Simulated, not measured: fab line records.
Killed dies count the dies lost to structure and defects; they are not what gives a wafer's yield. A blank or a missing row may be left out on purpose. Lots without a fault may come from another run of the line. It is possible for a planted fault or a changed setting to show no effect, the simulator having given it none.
Chamber matching || flow n5 finfet || rie diel-03 running N5_FIN_CUT_CUT_ETCH_27: 4 sister chambers
The step etches SiO2 in CHF3/O2, target depth 4 nm, overetch 2 nm, time 4.9 s. 4 wafers are shown with their chamber, then 10 later ones without.

WAFERS WITH THEIR CHAMBER
{"wafer": "L081.4", "chamber": 0, "showerhead plenum p Torr (Torr)": 2.41}
{"wafer": "L091.4", "chamber": 3, "showerhead plenum p Torr (Torr)": 2.45}
{"wafer": "L092.2", "chamber": 1, "showerhead plenum p Torr (Torr)": 2.31}
{"wafer": "L092.3", "chamber": 2, "showerhead plenum p Torr (Torr)": 2.53}

WAFERS WHOSE CHAMBER IS MISSING
{"wafer": "L092.4", "showerhead plenum p Torr (Torr)": 2.40}
{"wafer": "L093.3", "showerhead plenum p Torr (Torr)": 2.52}
{"wafer": "L093.5", "showerhead plenum p Torr (Torr)": 2.52}
{"wafer": "L093.6", "showerhead plenum p Torr (Torr)": 2.45}
{"wafer": "L096.1", "showerhead plenum p Torr (Torr)": 2.45}
{"wafer": "L096.3", "showerhead plenum p Torr (Torr)": 2.40}
{"wafer": "L096.6", "showerhead plenum p Torr (Torr)": 2.31}
{"wafer": "L097.1", "showerhead plenum p Torr (Torr)": 2.52}
{"wafer": "L097.2", "showerhead plenum p Torr (Torr)": 2.45}
{"wafer": "L097.6", "showerhead plenum p Torr (Torr)": 2.40}

WHICH CHAMBER EACH WENT THROUGH
{"wafer": "L092.4", "from the rows above": 0, "in truth": 0}
{"wafer": "L093.3", "from the rows above": 2, "in truth": 2}
{"wafer": "L093.5", "from the rows above": 2, "in truth": 2}
{"wafer": "L093.6", "from the rows above": 3, "in truth": 3}
{"wafer": "L096.1", "from the rows above": 3, "in truth": 3}
{"wafer": "L096.3", "from the rows above": 0, "in truth": 0}
{"wafer": "L096.6", "from the rows above": 1, "in truth": 1}
{"wafer": "L097.1", "from the rows above": 2, "in truth": 2}
{"wafer": "L097.2", "from the rows above": 3, "in truth": 3}
{"wafer": "L097.6", "from the rows above": 0, "in truth": 0}
Placed correctly: 10 of 10. From these rows, 0 cannot be placed. Number placed wrongly: 0.
How it was worked out, from the rows above alone: a wafer's distance from a chamber is the root of the sum, over the readings, of the square of ((its reading less the chamber's mean) divided by the reading's scatter). The wafer belongs to the nearest chamber; if the next one is less than 2 further off, it can't be placed. A chamber's mean is the mean of its shown wafers. The scatter: with one shown wafer a chamber, the root of the mean of the squares of how far each hidden wafer lies from its nearest shown one.
